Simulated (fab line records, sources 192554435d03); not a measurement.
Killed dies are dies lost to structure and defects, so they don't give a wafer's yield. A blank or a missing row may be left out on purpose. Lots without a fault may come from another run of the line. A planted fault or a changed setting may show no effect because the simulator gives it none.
Which tool did it? | flow n5_finfet | 10 lots, 30 wafers sampled, at 5 steps of a route of 1938

WHAT THE GAUGES READ, wafer by wafer
N5_BEOL_M4_INSPECT_59: inspects for defects (darkfield).
lot  | measured     | on                | raw_defect_count
L789 | day 8 02:44  | defect_inspect-01 | 52 33 73
L790 | day 8 07:21  | defect_inspect-01 | 57 70 82
L795 | day 10 03:47 | defect_inspect-02 | 127 97 85
L797 | day 11 02:28 | defect_inspect-01 | 52 118 92
L798 | day 11 21:06 | defect_inspect-01 | 112 110 128
L804 | day 13 14:56 | defect_inspect-02 | 507 479 481
L807 | day 13 20:11 | defect_inspect-01 | 78 55 78
L810 | day 14 01:35 | defect_inspect-01 | 50 50 60
L806 | day 14 06:41 | defect_inspect-02 | 454 481 441
L811 | day 14 14:22 | defect_inspect-02 | 58 55 75

WHICH TOOL RAN EACH LOT (tool, then ch and the chambers of the sampled wafers, then the start)
lot  | N5_BEOL_M4_ANNEAL_93         | N5_BEOL_M4_SPUTTER_96        | N5_BEOL_M4_ANNEAL_51             | N5_BEOL_M4_PRE_CLEAN_56
L789 | pvd_sputter-03, day 8 01:17  | pvd_sputter-03, day 8 01:39  | rtp_anneal-01 ch 0, day 8 01:56  | pecvd-04 ch 0,2, day 8 02:37
L790 | pvd_sputter-01, day 8 05:52  | pvd_sputter-01, day 8 06:13  | rtp_anneal-01 ch 0, day 8 06:30  | pecvd-01 ch 1,2, day 8 07:14
L795 | pvd_sputter-03, day 10 02:20 | pvd_sputter-03, day 10 02:41 | rtp_anneal-02 ch 0, day 10 02:56 | pecvd-01 ch 0, day 10 03:38
L797 | pvd_sputter-03, day 11 01:02 | pvd_sputter-03, day 11 01:23 | rtp_anneal-02 ch 0, day 11 01:35 | pecvd-01 ch 0,1,2, day 11 02:20
L798 | pvd_sputter-01, day 11 19:39 | pvd_sputter-01, day 11 20:01 | rtp_anneal-02 ch 0, day 11 20:17 | pecvd-02 ch 0,1, day 11 20:59
L804 | pvd_sputter-02, day 13 13:28 | pvd_sputter-02, day 13 13:51 | rtp_anneal-01 ch 0, day 13 14:03 | pecvd-01 ch 0,1, day 13 14:49
L807 | pvd_sputter-03, day 13 18:45 | pvd_sputter-03, day 13 19:07 | rtp_anneal-02 ch 0, day 13 19:21 | pecvd-04 ch 1,2, day 13 20:04
L810 | pvd_sputter-03, day 14 00:09 | pvd_sputter-03, day 14 00:31 | rtp_anneal-01 ch 0, day 14 00:45 | pecvd-04 ch 1,2, day 14 01:28
L806 | pvd_sputter-03, day 14 05:15 | pvd_sputter-03, day 14 05:37 | rtp_anneal-02 ch 0, day 14 05:54 | pecvd-01 ch 0,1,2, day 14 06:34
L811 | pvd_sputter-03, day 14 12:40 | pvd_sputter-03, day 14 13:01 | rtp_anneal-02 ch 0, day 14 13:29 | pecvd-02 ch 0,1, day 14 14:14
- N5_BEOL_M4_ANNEAL_93: time 240 s.
- N5_BEOL_M4_SPUTTER_96: material Cu, target thk 4.5 nm, time 8.29 s.
- N5_BEOL_M4_ANNEAL_51: time 90 s.
- N5_BEOL_M4_PRE_CLEAN_56: time 15 s.

THE ANSWER, worked out from the rows above alone
Rule: what is usual is taken from the lots themselves. Put in order of their means at a reading, lots are off if they are a third of the lots or fewer, leave a main group of 4 or more, and stand apart from it by a gap of 3 or more times the standard deviation of the main group's means; of several such gaps the widest counts. A main group whose means are all the same, to the digits that the tables above print for the reading, isn't used. A lot without any number at a reading at which 4 lots or more have one is off too. The other lots that the step has rows for count as sound.
Off: L804, L806, at N5_BEOL_M4_INSPECT_59 (raw_defect_count). The main group: mean 77, standard deviation 22.
A tool fits if, at a process step before that reading, it ran every lot that is off, and no sound lot after the first of them. The gauges at N5_BEOL_M4_INSPECT_59 are tried like those tools. One fits: pecvd-01 at N5_BEOL_M4_PRE_CLEAN_56. Its last sound lot is L797 (day 11 02:20), its first lot that is off L804 (day 13 14:49): a fault that began between those two fits.

WHAT THE SIMULATOR HAD PUT IN
Chamber particle source: pecvd-01, from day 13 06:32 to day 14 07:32, at N5_BEOL_M4_PRE_CLEAN_56. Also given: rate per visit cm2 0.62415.
Lots struck among those shown: L804, L806. The rule above found the same.
